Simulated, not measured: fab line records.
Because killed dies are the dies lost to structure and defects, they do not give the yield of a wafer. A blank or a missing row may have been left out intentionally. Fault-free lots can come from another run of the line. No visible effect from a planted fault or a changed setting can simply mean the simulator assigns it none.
fab line records + flow n5-finfet
record
- lots=11
- wafers=32
- last-day=18
route steps=1938 shown BEOL_M1@817 BEOL_M4@1111 PASSIVATION@1936
lots with no fault: from the same line, run without faults
start-h: start of the lot's first displayed wafer, in hours after the record's first day + wait-h: hours elapsed since this lot's preceding step + " the same as in the row above + L1.1+2: several wafers, shown together as one row + - no value present, or no start provided + * or withheld: withheld + < > ~ a bound
route shown NAME@n: NAME is a module with steps in the file, n the number in the route of the first one + usual: mean and standard deviation over wafers with no fault + same: alike in all rows + chamber/n: place in a boat + sites: each site's reading + _std_site: how widely they spread, as a standard deviation + _edge_site: mean of outer sites minus mean of inner sites + radius-mm: how far each site lies from the wafer's centre + mask NAME#n: copy n + behind: tool/chamber where the wafer was last shaped + hold: reason for holding the lot/hours on hold/outcome of the hold + device: names the non-switching transistor (n, p or np) + end of line: the tests these same wafers got at the end of their route + a step without rows: its recipe alone + killed: dies lost to structure and defects at the first sort, not the wafer's yield + map: a wafer's dies, marking killed ones x, the rest . and places with no die _
set.NAME: the setting as run; set.NAME@STEP: as run at that earlier step + model.NAME: the simulator's own value behind a step, which no gauge read
route steps across a sampled set of lots; one table per step, one row per wafer
services: from which hour (start-h, from the record's first day; less than 0 if before it) a tool's chamber was out of use, for how many hours, and why
## steps
# step N5_BEOL_M1_ANNEAL_80
# recipe
- temp-c=400
- time-s=240
- ambient=vacuum
# usual
- heater-power-w=857/110
| lot.wafer | tool           | chamber | start-h | wait-h | heater-power-w |
|-----------|----------------|---------|---------|--------|----------------|
| L983.3    | pvd-sputter-01 | -       | 147.61  | 0.0    | 678            |
| L983.4    | "              | -       | "       | "      | 855            |
| L983.6    | "              | -       | "       | "      | 930            |
| L985.4    | pvd-sputter-02 | -       | 164.02  | 0.0    | 1047           |
| L985.5    | "              | -       | "       | "      | 790            |
| L985.6    | "              | -       | "       | "      | 909            |
| L987.1    | pvd-sputter-02 | -       | 165.90  | 0.0    | 879            |
| L987.2    | "              | -       | "       | "      | 868            |
| L987.6    | "              | -       | "       | "      | 1036           |
| L990.4    | pvd-sputter-01 | -       | 190.92  | 0.0    | 800            |
| L990.5    | "              | -       | "       | "      | 898            |
| L990.6    | "              | -       | "       | "      | 674            |
| L991.1    | pvd-sputter-02 | -       | 196.79  | 0.0    | 872            |
| L991.4    | "              | -       | "       | "      | 784            |
| L991.5    | "              | -       | "       | "      | 1010           |
| L996.1    | pvd-sputter-01 | -       | 222.17  | 0.0    | 831            |
| L996.4    | "              | -       | "       | "      | 938            |
| L996.5    | "              | -       | "       | "      | 801            |
| L997.2    | pvd-sputter-01 | -       | 229.91  | 0.0    | 831            |
| L997.3    | "              | -       | "       | "      | 661            |
| L997.5    | "              | -       | "       | "      | 913            |
| L999.1    | pvd-sputter-01 | -       | 241.19  | 0.0    | 660            |
| L999.2    | "              | -       | "       | "      | 931            |
| L999.3    | "              | -       | "       | "      | 789            |
| L100.2    | pvd-sputter-02 | -       | 250.32  | 0.0    | 1013           |
| L100.4    | "              | -       | "       | "      | 787            |
| L100.5    | "              | -       | "       | "      | 1039           |
| L101.2    | pvd-sputter-01 | -       | 251.56  | 0.0    | 667            |
| L101.3    | "              | -       | "       | "      | 808            |
| L101.4    | "              | -       | "       | "      | 850            |
| L103.2    | pvd-sputter-01 | -       | 275.21  | 0.0    | 845            |
| L103.6    | "              | -       | "       | "      | 665            |
# step N5_BEOL_M1_SPUTTER_88
# recipe
- material=Cu
- target-thk-a=45
- temp-c=-20
- chamber-pressure-pa=0.07
- power-w=withheld
- time-s=8.29
# usual
- chamber-pressure-pa=0.06998/0.00014
- chuck-gas-flow-sccm=1.26/0.054
- throttle-valve-pct=30.1/1.3
| lot.wafer | tool           | chamber | start-h | wait-h | chamber-pressure-pa | chuck-gas-flow-sccm | throttle-valve-pct |
|-----------|----------------|---------|---------|--------|---------------------|---------------------|--------------------|
| L983.3    | pvd-sputter-01 | -       | 148.19  | 0.1    | 0.07014             | 1.34                | 29.5               |
| L983.4    | "              | -       | "       | "      | 0.07009             | 1.34                | 28.8               |
| L983.6    | "              | -       | "       | "      | 0.0699              | 1.23                | 30.7               |
| L985.4    | pvd-sputter-02 | -       | 164.60  | 0.1    | 0.06997             | 1.32                | 30.7               |
| L985.5    | "              | -       | "       | "      | 0.07018             | 1.33                | 30.5               |
| L985.6    | "              | -       | "       | "      | 0.06977             | 1.27                | 31.6               |
| L987.1    | pvd-sputter-02 | -       | 166.48  | 0.1    | 0.06984             | 1.31                | 31.3               |
| L987.2    | "              | -       | "       | "      | 0.07024             | 1.26                | 28.7               |
| L987.6    | "              | -       | "       | "      | 0.07017             | 1.42                | 30.5               |
| L990.4    | pvd-sputter-01 | -       | 191.50  | 0.1    | 0.06994             | 1.26                | 29.1               |
| L990.5    | "              | -       | "       | "      | 0.0699              | 1.15                | 30.8               |
| L990.6    | "              | -       | "       | "      | 0.06988             | 1.24                | 29.4               |
| L991.1    | pvd-sputter-02 | -       | 197.37  | 0.1    | 0.06995             | 1.22                | 28.6               |
| L991.4    | "              | -       | "       | "      | 0.06999             | 1.26                | 30.5               |
| L991.5    | "              | -       | "       | "      | 0.06996             | 1.31                | 30.7               |
| L996.1    | pvd-sputter-01 | -       | 222.75  | 0.1    | 0.06992             | 1.35                | 28.7               |
| L996.4    | "              | -       | "       | "      | 0.0699              | 1.30                | 31.0               |
| L996.5    | "              | -       | "       | "      | 0.07014             | 1.17                | 29.0               |
| L997.2    | pvd-sputter-01 | -       | 230.49  | 0.1    | 0.07035             | 1.17                | 28.7               |
| L997.3    | "              | -       | "       | "      | 0.06983             | 1.25                | 29.3               |
| L997.5    | "              | -       | "       | "      | 0.0701              | 1.17                | 30.8               |
| L999.1    | pvd-sputter-01 | -       | 241.77  | 0.1    | 0.07022             | 1.43                | 28.9               |
| L999.2    | "              | -       | "       | "      | 0.06994             | 1.21                | 31.1               |
| L999.3    | "              | -       | "       | "      | 0.06993             | 1.24                | 29.1               |
| L100.2    | pvd-sputter-02 | -       | 250.90  | 0.1    | 0.06994             | 1.32                | 30.6               |
| L100.4    | "              | -       | "       | "      | 0.06984             | 1.30                | 30.4               |
| L100.5    | "              | -       | "       | "      | 0.07                | 1.26                | 30.7               |
| L101.2    | pvd-sputter-01 | -       | 252.14  | 0.1    | 0.07006             | 1.18                | 29.1               |
| L101.3    | "              | -       | "       | "      | 0.0701              | 1.31                | 28.8               |
| L101.4    | "              | -       | "       | "      | 0.06998             | 1.30                | 28.9               |
| L103.2    | pvd-sputter-01 | -       | 275.79  | 0.1    | 0.07014             | 1.34                | 28.8               |
| L103.6    | "              | -       | "       | "      | 0.06974             | 1.12                | 29.4               |
# step N5_BEOL_M1_SPUTTER_94
# recipe
- material=Cu
- target-thk-a=45
- temp-c=-20
- chamber-pressure-pa=0.07
- power-w=withheld
- time-s=8.29
# usual
- chamber-pressure-pa=0.07001/0.00014
- chuck-gas-flow-sccm=1.26/0.054
- throttle-valve-pct=30.1/1.3
| lot.wafer | tool           | chamber | start-h | wait-h | chamber-pressure-pa | chuck-gas-flow-sccm | throttle-valve-pct |
|-----------|----------------|---------|---------|--------|---------------------|---------------------|--------------------|
| L983.3    | pvd-sputter-01 | -       | 148.85  | 0.1    | 0.07012             | 1.28                | 29.2               |
| L983.4    | "              | -       | "       | "      | 0.06962             | 1.21                | 28.7               |
| L983.6    | "              | -       | "       | "      | 0.0702              | 1.19                | 31.0               |
| L985.4    | pvd-sputter-02 | -       | 165.26  | 0.1    | 0.07007             | 1.33                | 30.7               |
| L985.5    | "              | -       | "       | "      | 0.06998             | 1.36                | 30.5               |
| L985.6    | "              | -       | "       | "      | 0.0699              | 1.20                | 31.5               |
| L987.1    | pvd-sputter-02 | -       | 167.14  | 0.1    | 0.07001             | 1.13                | 31.5               |
| L987.2    | "              | -       | "       | "      | 0.0701              | 1.24                | 28.3               |
| L987.6    | "              | -       | "       | "      | 0.07002             | 1.25                | 30.6               |
| L990.4    | pvd-sputter-01 | -       | 192.16  | 0.1    | -                   | -                   | -                  |
| L990.5    | "              | -       | "       | "      | -                   | -                   | -                  |
| L990.6    | "              | -       | "       | "      | -                   | -                   | -                  |
| L991.1    | pvd-sputter-02 | -       | 198.03  | 0.1    | -                   | -                   | -                  |
| L991.4    | "              | -       | "       | "      | -                   | -                   | -                  |
| L991.5    | "              | -       | "       | "      | -                   | -                   | -                  |
| L996.1    | pvd-sputter-01 | -       | 223.41  | 0.1    | 0.07007             | 1.27                | 28.8               |
| L996.4    | "              | -       | "       | "      | 0.07027             | 1.30                | 31.1               |
| L996.5    | "              | -       | "       | "      | 0.06992             | 1.18                | 29.3               |
| L997.2    | pvd-sputter-01 | -       | 231.15  | 0.1    | 0.07004             | 1.27                | 29.0               |
| L997.3    | "              | -       | "       | "      | 0.07009             | 1.34                | 29.5               |
| L997.5    | "              | -       | "       | "      | 0.06977             | 1.23                | 31.3               |
| L999.1    | pvd-sputter-01 | -       | 242.43  | 0.1    | 0.07024             | 1.30                | 29.4               |
| L999.2    | "              | -       | "       | "      | 0.07005             | 1.23                | 30.8               |
| L999.3    | "              | -       | "       | "      | 0.07008             | 1.24                | 28.8               |
| L100.2    | pvd-sputter-02 | -       | 251.56  | 0.1    | 0.06987             | 1.21                | 30.7               |
| L100.4    | "              | -       | "       | "      | 0.0698              | 1.26                | 30.3               |
| L100.5    | "              | -       | "       | "      | 0.06997             | 1.33                | 30.3               |
| L101.2    | pvd-sputter-01 | -       | 252.80  | 0.1    | 0.06994             | 1.27                | 29.3               |
| L101.3    | "              | -       | "       | "      | 0.0701              | 1.35                | 29.1               |
| L101.4    | "              | -       | "       | "      | 0.0698              | 1.26                | 28.9               |
| L103.2    | pvd-sputter-01 | -       | 276.45  | 0.1    | 0.07017             | 1.30                | 28.9               |
| L103.6    | "              | -       | "       | "      | 0.07003             | 1.26                | 29.2               |
# step N5_BEOL_M1_CO_CAP_55
# recipe
- material=Co
- target-thk-a=20
- temp-c=200
- precursor=CCTBA/H2
- pressure-torr=30
- time-s=102.1
# usual
- heater-power-w=220/12
| lot.wafer | tool      | chamber | start-h | wait-h | heater-power-w |
|-----------|-----------|---------|---------|--------|----------------|
| L983.3    | cvd-co-01 | 2       | 149.93  | 0.0    | 224            |
| L983.4    | "         | 1       | "       | "      | 222            |
| L983.6    | "         | 0       | "       | "      | 228            |
| L985.4    | cvd-co-02 | 1       | 166.38  | 0.0    | 218            |
| L985.5    | "         | 2       | "       | "      | 198            |
| L985.6    | "         | 0       | "       | "      | 230            |
| L987.1    | cvd-co-01 | 1       | 168.34  | 0.0    | 224            |
| L987.2    | "         | 0       | "       | "      | 228            |
| L987.6    | "         | 2       | "       | "      | 220            |
| L990.4    | cvd-co-02 | 2       | 193.28  | 0.0    | 204            |
| L990.5    | "         | 1       | "       | "      | 219            |
| L990.6    | "         | 0       | "       | "      | 231            |
| L991.1    | cvd-co-01 | 2       | 199.12  | 0.0    | 229            |
| L991.4    | "         | 1       | "       | "      | 226            |
| L991.5    | "         | 0       | "       | "      | 227            |
| L996.1    | cvd-co-02 | 0       | 224.50  | 0.0    | 228            |
| L996.4    | "         | 0       | "       | "      | 236            |
| L996.5    | "         | 1       | "       | "      | 223            |
| L997.2    | cvd-co-02 | 0       | 232.23  | 0.0    | 231            |
| L997.3    | "         | 2       | "       | "      | 196            |
| L997.5    | "         | 0       | "       | "      | 239            |
| L999.1    | cvd-co-02 | 1       | 243.53  | 0.0    | 227            |
| L999.2    | "         | 2       | "       | "      | 201            |
| L999.3    | "         | 0       | "       | "      | 230            |
| L100.2    | cvd-co-01 | 2       | 252.74  | 0.0    | 225            |
| L100.4    | "         | 1       | "       | "      | 227            |
| L100.5    | "         | 0       | "       | "      | 233            |
| L101.2    | cvd-co-02 | 0       | 253.88  | 0.0    | 235            |
| L101.3    | "         | 2       | "       | "      | 197            |
| L101.4    | "         | 0       | "       | "      | 224            |
| L103.2    | cvd-co-02 | 2       | 278.18  | 0.0    | 205            |
| L103.6    | "         | 2       | "       | "      | 208            |
# step N5_BEOL_M4_RC_MEAS_101
# usual
- DIBL_N=35.0/2.4
- DIBL_P=35.4/2.8
- IOFF_N=0.14/0.045
- IOFF_P=0.20/0.048
- ION_N=667/19
- ION_P=460/11
- SS_N=71.2/0.71
- SS_P=73.1/0.86
- VT_N=252/4.6
- VT_P=-251/3.4
| lot.wafer | tool      | chamber | start-h | wait-h | DIBL_N[mV/V] | DIBL_P[mV/V] | IOFF_N[nA/um] | IOFF_P[nA/um] | ION_N[uA/um] | ION_P[uA/um] | SS_N[mV/dec] | SS_P[mV/dec] | VT_N[mV] | VT_P[mV] |
|-----------|-----------|---------|---------|--------|--------------|--------------|---------------|---------------|--------------|--------------|--------------|--------------|----------|----------|
| L983.3    | prober-02 | 0       | 182.25  | 0.3    | 37.4         | 38.2         | 0.21          | 0.25          | 689          | 473          | 72.0         | 73.7         | 246      | -248     |
| L983.4    | "         | 0       | "       | "      | 37.7         | 37.8         | 0.21          | 0.24          | 677          | 462          | 71.7         | 74.5         | 246      | -248     |
| L983.6    | "         | 0       | "       | "      | 38.5         | 39.6         | 0.21          | 0.27          | 676          | 464          | 71.7         | 74.2         | 247      | -248     |
| L985.4    | prober-02 | 0       | 196.19  | 0.5    | 34.8         | 34.9         | 0.17          | 0.21          | 677          | 460          | 71.0         | 72.8         | 250      | -250     |
| L985.5    | "         | 0       | "       | "      | 33.5         | 33.0         | 0.13          | 0.18          | 674          | 463          | 71.2         | 72.3         | 253      | -250     |
| L985.6    | "         | 0       | "       | "      | 35.7         | 36.4         | 0.19          | 0.23          | 686          | 464          | 71.5         | 73.9         | 247      | -249     |
| L987.1    | prober-02 | 0       | 204.79  | 0.0    | 35.1         | 33.5         | 0.12          | 0.18          | 644          | 447          | 71.4         | 72.5         | 254      | -253     |
| L987.2    | "         | 0       | "       | "      | 37.5         | 37.5         | 0.18          | 0.23          | 682          | 466          | 71.3         | 74.2         | 248      | -246     |
| L987.6    | "         | 0       | "       | "      | 36.2         | 37.8         | 0.16          | 0.27          | 666          | 462          | 71.3         | 73.7         | 251      | -248     |
| L990.4    | prober-02 | 0       | 227.12  | 0.5    | 34.3         | 34.2         | 0.13          | 0.17          | 663          | 458          | 71.1         | 72.9         | 251      | -251     |
| L990.5    | "         | 0       | "       | "      | 30.9         | 31.0         | 0.09          | 0.13          | 653          | 452          | 69.9         | 71.7         | 259      | -255     |
| L990.6    | "         | 0       | "       | "      | 33.7         | 33.4         | 0.12          | 0.16          | 652          | 451          | 70.4         | 72.2         | 254      | -253     |
| L991.1    | prober-01 | 0       | 229.91  | 0.0    | 38.7         | 37.5         | 0.18          | 0.22          | 668          | 449          | 72.1         | 74.2         | 247      | -251     |
| L991.4    | "         | 0       | "       | "      | 35.9         | 35.9         | 0.15          | 0.21          | 667          | 465          | 70.9         | 74.0         | 247      | -250     |
| L991.5    | "         | 0       | "       | "      | 34.5         | 33.4         | 0.12          | 0.16          | 667          | 455          | 70.5         | 72.8         | 255      | -255     |
| L996.1    | prober-02 | 0       | 256.60  | 0.0    | 34.4         | 35.0         | 0.13          | 0.22          | 682          | 480          | 71.5         | 72.7         | 251      | -248     |
| L996.4    | "         | 0       | "       | "      | 29.6         | 28.2         | 0.07          | 0.13          | 629          | 446          | 69.8         | 70.5         | 260      | -255     |
| L996.5    | "         | 0       | "       | "      | 33.6         | 33.9         | 0.12          | 0.20          | 671          | 471          | 70.3         | 72.4         | 253      | -247     |
| L997.2    | prober-01 | 0       | 276.24  | 0.2    | 31.3         | 32.2         | 0.10          | 0.15          | 637          | 439          | 71.1         | 71.9         | 255      | -255     |
| L997.3    | "         | 0       | "       | "      | 36.8         | 38.9         | 0.18          | 0.23          | 653          | 448          | 72.3         | 73.9         | 250      | -253     |
| L997.5    | "         | 0       | "       | "      | 31.7         | 32.6         | 0.11          | 0.15          | 669          | 461          | 70.9         | 72.4         | 253      | -256     |
| L999.1    | prober-02 | 0       | 276.89  | 0.3    | 39.2         | 41.4         | 0.22          | 0.33          | 688          | 483          | 71.9         | 74.8         | 243      | -246     |
| L999.2    | "         | 0       | "       | "      | 34.4         | 30.3         | 0.11          | 0.14          | 631          | 437          | 71.8         | 72.3         | 258      | -258     |
| L999.3    | "         | 0       | "       | "      | 37.5         | 36.4         | 0.17          | 0.21          | 666          | 456          | 71.4         | 74.4         | 249      | -252     |
| L100.2    | prober-01 | 0       | 282.32  | 0.2    | 31.2         | 31.0         | 0.07          | 0.13          | 635          | 448          | 70.2         | 72.3         | 263      | -256     |
| L100.4    | "         | 0       | "       | "      | 35.9         | 34.0         | 0.13          | 0.16          | 634          | 435          | 71.8         | 72.8         | 257      | -255     |
| L100.5    | "         | 0       | "       | "      | 32.0         | 33.4         | 0.08          | 0.18          | 628          | 445          | 71.0         | 72.4         | 260      | -252     |
| L101.2    | prober-02 | 0       | 283.82  | 0.2    | 33.8         | 35.2         | 0.10          | 0.16          | 665          | 462          | 71.1         | 72.1         | 259      | -256     |
| L101.3    | "         | 0       | "       | "      | 37.8         | 39.5         | 0.16          | 0.23          | 661          | 454          | 72.3         | 73.1         | 252      | -250     |
| L101.4    | "         | 0       | "       | "      | 33.6         | 34.3         | 0.10          | 0.16          | 664          | 458          | 72.0         | 72.7         | 258      | -255     |
| L103.2    | prober-01 | 0       | 311.42  | 0.2    | 34.6         | 35.6         | 0.14          | 0.20          | 681          | 471          | 70.7         | 73.5         | 251      | -252     |
| L103.6    | "         | 0       | "       | "      | 33.8         | 34.3         | 0.11          | 0.17          | 656          | 450          | 70.9         | 73.0         | 256      | -256     |
# step N5_PASSIVATION_PROBE_49
# usual
- defect-limited-yield=91.7/1.4
- killed_at_M0_to_M3=32/9.7
- killed_at_M4_up=14/5.5
- killed-at-contacts=13/6.1
- killed-at-front-end=35/10
- killed-at-other=4.2/2.9
- killed-dies=98/17
- killed-open=63/12
- killed-short=32/7.7
- sort_bin_5_function=4.8/0.9
- sort_bin_6_memory=3.1/0.63
- sort_bin_8_speed=1/3.3
- sort-n-pass=1073/41
- sort-yield-pct=91/3.5
# same
- gross-dies=1180
- killed-at-back-side=0
- sort_bin_4_leakage[%]=0
| lot.wafer | tool      | chamber | start-h | wait-h | defect-limited-yield[%] | killed_at_M0_to_M3 | killed_at_M4_up | killed-at-contacts | killed-at-front-end | killed-at-other | killed-dies | killed-open | killed-short | sort_bin_5_function[%] | sort_bin_6_memory[%] | sort_bin_8_speed[%] | sort-n-pass | sort-yield-pct[%] |
|-----------|-----------|---------|---------|--------|-------------------------|--------------------|-----------------|--------------------|---------------------|-----------------|-------------|-------------|--------------|------------------------|----------------------|---------------------|-------------|-------------------|
| L985.4    | prober-01 | -       | 292.42  | 0.2    | 93.6                    | 22                 | 12              | 8                  | 34                  | 0               | 76          | 43          | 32           | 3.8                    | 2.5                  | 0                   | 1104        | 94                |
| L985.5    | prober-01 | -       | 292.47  | 0.2    | 92.5                    | 23                 | 17              | 19                 | 28                  | 2               | 89          | 66          | 23           | 4.0                    | 3.2                  | 0                   | 1091        | 92                |
| L985.6    | prober-01 | -       | 292.52  | 0.3    | 90.1                    | 30                 | 24              | 24                 | 39                  | 0               | 117         | 79          | 29           | 5.3                    | 3.7                  | 0                   | 1063        | 90                |
| L990.4    | prober-02 | -       | 319.86  | 0.2    | 91.4                    | 33                 | 8               | 14                 | 43                  | 4               | 102         | 68          | 31           | 5.3                    | 3.0                  | 0                   | 1078        | 91                |
| L990.5    | prober-02 | -       | 319.91  | 0.2    | 89.4                    | 49                 | 9               | 15                 | 49                  | 3               | 125         | 76          | 38           | 5.8                    | 4.2                  | 0                   | 1055        | 89                |
| L990.6    | prober-02 | -       | 319.96  | 0.3    | 88.3                    | 46                 | 19              | 19                 | 49                  | 5               | 138         | 82          | 46           | 7.1                    | 4.0                  | 0                   | 1042        | 88                |
| L991.1    | prober-02 | -       | 331.86  | 0.0    | 92.0                    | 37                 | 8               | 7                  | 37                  | 5               | 94          | 66          | 23           | 4.7                    | 3.1                  | 0                   | 1086        | 92                |
| L991.4    | prober-02 | -       | 332.01  | 0.2    | 92.6                    | 32                 | 15              | 17                 | 23                  | 0               | 87          | 53          | 30           | 4.6                    | 2.8                  | 0                   | 1093        | 93                |
| L991.5    | prober-02 | -       | 332.06  | 0.2    | 92.1                    | 33                 | 7               | 13                 | 36                  | 4               | 93          | 53          | 32           | 4.6                    | 3.2                  | 0                   | 1087        | 92                |
| L996.1    | prober-02 | -       | 371.98  | 0.1    | 92.3                    | 29                 | 8               | 17                 | 35                  | 2               | 91          | 53          | 28           | 4.0                    | 2.8                  | 0                   | 1089        | 92                |
| L996.5    | prober-02 | -       | 372.18  | 0.3    | 92.6                    | 23                 | 16              | 9                  | 37                  | 2               | 87          | 57          | 23           | 3.9                    | 2.7                  | 0                   | 1093        | 93                |
| L999.1    | prober-02 | -       | 383.03  | 0.0    | 90.5                    | 42                 | 9               | 15                 | 43                  | 3               | 112         | 75          | 37           | 5.6                    | 3.5                  | 0                   | 1068        | 91                |
| L999.2    | prober-02 | -       | 383.08  | 0.1    | 91.9                    | 35                 | 12              | 9                  | 36                  | 3               | 95          | 61          | 34           | 5.1                    | 2.7                  | 12                  | 948         | 80                |
| L999.3    | prober-02 | -       | 383.13  | 0.1    | 91.9                    | 34                 | 9               | 3                  | 46                  | 3               | 95          | 56          | 37           | 3.7                    | 3.7                  | 0                   | 1085        | 92                |
| L997.3    | prober-01 | -       | 383.29  | 0.1    | 90.7                    | 27                 | 15              | 8                  | 51                  | 9               | 110         | 73          | 35           | 5.3                    | 3.6                  | 0                   | 1070        | 91                |
| L100.2    | prober-01 | -       | 389.29  | 0.1    | 93.0                    | 31                 | 11              | 18                 | 22                  | 1               | 83          | 51          | 32           | 3.7                    | 3.1                  | 2                   | 1075        | 91                |
| L100.4    | prober-01 | -       | 389.39  | 0.2    | 92.8                    | 38                 | 14              | 8                  | 22                  | 3               | 85          | 60          | 25           | 3.8                    | 3.1                  | 6                   | 1025        | 87                |
| L100.5    | prober-01 | -       | 389.44  | 0.2    | 92.0                    | 28                 | 13              | 17                 | 34                  | 2               | 94          | 57          | 37           | 4.8                    | 2.9                  | 21                  | 844         | 72                |
# killed by level:class
L985.4 BEOL_M1:geometric-particle:open=9 FIN_SAQP:geometric-particle:short=8 STI_FIN_REVEAL:geometric-particle:open=8 MOL_CONTACT_COAG:geometric-particle:open=6 BEOL_M0_SAQP:geometric-particle:short=5 ILD0:geometric-particle:short=4 BEOL_M3:geometric-particle:open=4 BEOL_M5:geometric-particle:open=4
L985.5 MOL_CONTACT_COAG:geometric-particle:open=18 BEOL_M1:geometric-particle:open=7 BEOL_M4:geometric-particle:open=6 BEOL_M5:geometric-particle:open=6 BEOL_M0_SAQP:geometric-particle:short=5 BEOL_M3:geometric-particle:open=5 STI_FIN_REVEAL:geometric-particle:short=4 STI_FIN_REVEAL:geometric-particle:open=4
L985.6 MOL_CONTACT_COAG:geometric-particle:open=18 BEOL_M4:geometric-particle:open=11 HKMG_FIN:area-etch=9 BEOL_M3:geometric-particle:open=8 FIN_SAQP:geometric-particle:open=6 MOL_CONTACT_COAG:geometric-particle:short=6 BEOL_M1:geometric-particle:open=6 BEOL_M0_SAQP:geometric-particle:open=6
L990.4 STI_FIN_REVEAL:geometric-particle:open=15 MOL_CONTACT_COAG:geometric-particle:open=12 BEOL_M1:geometric-particle:open=8 FIN_SAQP:geometric-particle:open=7 BEOL_M2:geometric-particle:open=7 BEOL_M3:geometric-particle:open=5 FIN_SAQP:geometric-particle:short=4 GATE_CUT:geometric-particle:short=4
L990.5 MOL_CONTACT_COAG:geometric-particle:open=14 STI_FIN_REVEAL:geometric-particle:open=10 BEOL_M1:geometric-particle:open=10 BEOL_M2:geometric-particle:open=9 FIN_SAQP:geometric-particle:short=7 BEOL_M1:interface-void-opened=7 DUMMY_GATE:geometric-particle:open=6 BEOL_M4:geometric-particle:open=5
L990.6 MOL_CONTACT_COAG:geometric-particle:open=16 BEOL_M2:geometric-particle:open=12 FIN_SAQP:geometric-particle:open=11 BEOL_M0_SAQP:geometric-particle:short=8 STARTING-WAFER:geometric-particle:short=8 BEOL_M3:geometric-particle:open=7 BEOL_M1:interface-void-opened=6 STI_FIN_REVEAL:geometric-particle:short=5
L991.1 BEOL_M3:geometric-particle:open=11 BEOL_M2:geometric-particle:open=10 FIN_SAQP:geometric-particle:open=9 MOL_CONTACT_COAG:geometric-particle:open=6 FIN_SAQP:geometric-particle:short=5 GATE_CUT:geometric-particle:open=4 GATE_CUT:geometric-particle:short=4 BEOL_M6:geometric-particle:open=4
L991.4 MOL_CONTACT_COAG:geometric-particle:open=12 BEOL_M4:geometric-particle:open=7 BEOL_M1:geometric-particle:open=6 GATE_CUT:geometric-particle:short=5 MOL_CONTACT_COAG:geometric-particle:short=5 BEOL_M0_SAQP:geometric-particle:short=5 BEOL_M0_SAQP:geometric-particle:open=5 BEOL_M3:geometric-particle:open=5
L991.5 FIN_SAQP:geometric-particle:open=13 MOL_CONTACT_COAG:geometric-particle:open=9 BEOL_M2:geometric-particle:open=9 BEOL_M1:interface-void-opened=7 FIN_SAQP:geometric-particle:short=5 GATE_CUT:geometric-particle:short=5 BEOL_M3:geometric-particle:open=5 BEOL_M0_SAQP:geometric-particle:short=4
L996.1 BEOL_M2:geometric-particle:open=13 MOL_CONTACT_COAG:geometric-particle:open=10 HKMG_FIN:area-etch=7 MOL_CONTACT_COAG:geometric-particle:short=6 STI_FIN_REVEAL:geometric-particle:open=5 BEOL_M3:geometric-particle:open=5 FIN_SAQP:geometric-particle:open=4 GATE_CUT:geometric-particle:short=4
L996.5 MOL_CONTACT_COAG:geometric-particle:open=9 FIN_SAQP:geometric-particle:open=8 FIN_SAQP:geometric-particle:short=7 BEOL_M0_SAQP:geometric-particle:open=6 HKMG_FIN:area-etch=5 STI_FIN_REVEAL:geometric-particle:open=4 BEOL_M0_SAQP:geometric-particle:short=4 BEOL_M3:geometric-particle:open=4
L999.1 FIN_SAQP:geometric-particle:short=15 MOL_CONTACT_COAG:geometric-particle:open=13 FIN_SAQP:geometric-particle:open=12 BEOL_M0_SAQP:geometric-particle:open=12 BEOL_M0_SAQP:geometric-particle:short=9 STI_FIN_REVEAL:geometric-particle:open=7 BEOL_M3:geometric-particle:open=6 BEOL_M1:geometric-particle:open=5
L999.2 BEOL_M0_SAQP:geometric-particle:open=11 BEOL_M0_SAQP:geometric-particle:short=11 FIN_SAQP:geometric-particle:open=10 BEOL_M0:geometric-particle:open=8 FIN_SAQP:geometric-particle:short=7 MOL_CONTACT_COAG:geometric-particle:open=6 BEOL_M5:geometric-particle:open=4 STARTING-WAFER:geometric-particle:open=4
L999.3 BEOL_M0_SAQP:geometric-particle:open=12 FIN_SAQP:geometric-particle:short=9 FIN_SAQP:geometric-particle:open=9 GATE_CUT:geometric-particle:short=6 BEOL_M0:geometric-particle:open=5 DUMMY_GATE:geometric-particle:open=4 BEOL_M1:geometric-particle:open=4 STI_FIN_REVEAL:geometric-particle:open=3
L997.3 STI_FIN_REVEAL:geometric-particle:open=26 BEOL_M1:geometric-particle:open=9 BEOL_M4:geometric-particle:open=7 BEOL_M0_SAQP:geometric-particle:open=6 FIN_SAQP:geometric-particle:open=4 STI_FIN_REVEAL:geometric-particle:short=4 GATE_CUT:geometric-particle:short=4 MOL_CONTACT_COAG:geometric-particle:open=4
L100.2 MOL_CONTACT_COAG:geometric-particle:open=15 BEOL_M0_SAQP:geometric-particle:open=9 BEOL_M0_SAQP:geometric-particle:short=7 FIN_SAQP:geometric-particle:short=6 BEOL_M4:geometric-particle:open=5 BEOL_M1:geometric-particle:open=5 GATE_CUT:geometric-particle:short=4 STARTING-WAFER:geometric-particle:open=4
L100.4 BEOL_M2:geometric-particle:open=12 BEOL_M1:geometric-particle:open=7 GATE_CUT:geometric-particle:short=6 MOL_CONTACT_COAG:geometric-particle:open=6 BEOL_M0_SAQP:geometric-particle:short=6 BEOL_M0_SAQP:geometric-particle:open=5 FIN_SAQP:geometric-particle:short=4 STI_FIN_REVEAL:geometric-particle:open=4
L100.5 MOL_CONTACT_COAG:geometric-particle:open=13 GATE_CUT:geometric-particle:short=8 BEOL_M0_SAQP:geometric-particle:short=8 GATE_CUT:geometric-particle:open=6 BEOL_M2:geometric-particle:open=6 BEOL_M0_SAQP:geometric-particle:open=5 STI_FIN_REVEAL:geometric-particle:open=4 MOL_CONTACT_COAG:geometric-particle:short=4
## services
| tool           | chamber | start-h | hours | kind   |
|----------------|---------|---------|-------|--------|
| pvd-sputter-01 | -       | 131.81  | 1.2   | repair |
| cvd-co-02      | 1       | 148.84  | 4.1   | repair |
| cvd-co-02      | 0       | 182.88  | 9.2   | repair |
| cvd-co-02      | -       | 220.65  | 2.8   | pm     |
| cvd-co-01      | -       | 269.72  | 1.0   | repair |
## key
first-sign
- step=N5_BEOL_M1_SPUTTER_94
- reading=tool-record
- direction=missing
effect none on later readings
met-at N5_BEOL_M1_SPUTTER_94
struck-lots L990,L991
not-acting-at N5_BEOL_M1_ANNEAL_80,N5_BEOL_M1_SPUTTER_88,N5_BEOL_M1_CO_CAP_55
onset-between 167.14 192.16
fault
- kind=skipped-step-whole
- tool=pvd-sputter-01,pvd-sputter-02
- chamber=-
- onset-h=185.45
- steps=N5_BEOL_M1_SPUTTER_94
- scope=struck-lots-only
